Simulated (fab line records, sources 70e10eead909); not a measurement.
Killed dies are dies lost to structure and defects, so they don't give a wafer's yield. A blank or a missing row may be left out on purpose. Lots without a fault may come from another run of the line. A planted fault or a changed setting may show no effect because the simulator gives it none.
A struck lot beside a sound one | flow nand_harc | 13 steps out of a route of 1159
Sound: wafers L986.1, L986.5, L986.6. Struck: wafer L102.5. (L102.2, L102.6 of the same lot were not struck and are left out.) The cause comes at the end.
At each step with rows: each side's tool, then ch and its chambers, then its first start. Under that, the readings that differ: sound wafers | struck wafers | difference of the means | sigmas: that difference in standard deviations of wafers without a fault.
alike: readings whose means differ by less than 2 such deviations, and words and numbers that are the same on both sides. not compared: withheld readings, readings that some wafer has no value for, bounds like >300 that may hide the same value, and numbers for which the record gives no deviation and whose values overlap.
The two part at a step that has a row with sigmas, a row that says differs or no value, or rows on one side only. Numbers that don't overlap but have no deviation are shown without sigmas and don't part them. A reading that every wafer of one side lacks parts them only if that side has two wafers or more.

NHARC_A_SLIT_ETCH_29: etches the open film in CF4/O2, target depth 100 nm, overetch 10 nm, time 55 s.
  sound on rie_diel-02 ch 0,1,3, day 15 18:45; struck on rie_diel-12 ch 3, day 19 19:58
  alike: cf4_flow_sccm, drypump_motor_current_A, oes_product_au, rf_vpp_V, showerhead_plenum_p_Torr, throttle_valve_pct
  not compared: rf_hours_counter_h
NHARC_A_SLIT_STRIP_18: strips in O2.
  sound on rie_diel-02 ch 2,3; struck on rie_diel-12 ch 2
  reading                         | sound          | struck | difference | sigmas
  showerhead_plenum_p_Torr (Torr) | 3.59 3.72 3.59 | 3.29   | -0.34      | -3
  alike: drypump_motor_current_A, oes_product_au, rf_vpp_V, throttle_valve_pct
  not compared: rf_hours_counter_h
then, 2 steps without rows for these wafers: NHARC_A_SLIT_PRECLEAN_19 (cleans in SC1); NHARC_A_SLIT_SRD_20.
NHARC_A_SLIT_CD_MEAS_21:
  sound on cd_sem-01, day 15 19:17; struck on cd_sem-01, day 19 20:29
  alike: cd_nm
then, 3 steps without rows for these wafers: NHARC_A_SIN_REMOVE_WET_00 (chemistry H3PO4, time 15300 s); NHARC_A_SIN_REMOVE_PRECLEAN_01 (cleans in SC1); NHARC_A_SIN_REMOVE_SRD_02.
NHARC_A_SIN_REMOVE_INSPECT_04:
  sound on defect_inspect-02, day 16 03:01; struck on defect_inspect-01, day 20 02:31
  reading          | sound       | struck | difference | sigmas
  raw_defect_count | 209 246 285 | 534    | +287       | +4
NHARC_A_WL_FILL_ALD_00: deposits Al2O3, target thk 3 nm, pulse time 3 s, ald cycles 30.
  sound on ald_hk-02 ch 0,1,2, day 16 03:10; struck on ald_hk-04 ch 3, day 20 03:13
  reading            | sound       | struck | difference | sigmas
  heater_power_w (W) | 407 473 497 | 566    | +107       | +3
  alike: precursor_pulse_height_rel
  not compared: ald_cycles
NHARC_A_WL_FILL_RTA_01: time 5 s.
  sound on rtp_anneal-02 ch 0, day 16 03:36; struck on rtp_anneal-02 ch 0, day 20 03:31
  alike: lamp_power_pct, lamp_zone_4_pct, wafer_temp_C_max
NHARC_A_WL_FILL_ALD_02: deposits TiN, target thk 2 nm, pulse time 3 s, ald cycles 100.
  sound on ald_metal-03 ch 1,2,3, day 16 03:52; struck on ald_metal-02 ch 1, day 20 03:42
  reading    | sound       | struck | difference | sigmas
  ald_cycles | 100 100 100 | 32     | -68        |
  alike: heater_power_w, precursor_pulse_height_rel
-- the record jumps here: 5 days lie between the struck wafers' starts before and after (it left off in module A_WL_FILL and takes up again in module END, whose first step shown is number 1159 of the route) --
NHARC_END_SORT_01:
  the record has rows for the struck wafers here (prober-02 ch 0, day 25 02:01) and none for the sound ones

WHERE THEY PART
First at NHARC_A_SLIT_STRIP_18; last, within this record, at NHARC_END_SORT_01.

WHY: what the simulator had put in
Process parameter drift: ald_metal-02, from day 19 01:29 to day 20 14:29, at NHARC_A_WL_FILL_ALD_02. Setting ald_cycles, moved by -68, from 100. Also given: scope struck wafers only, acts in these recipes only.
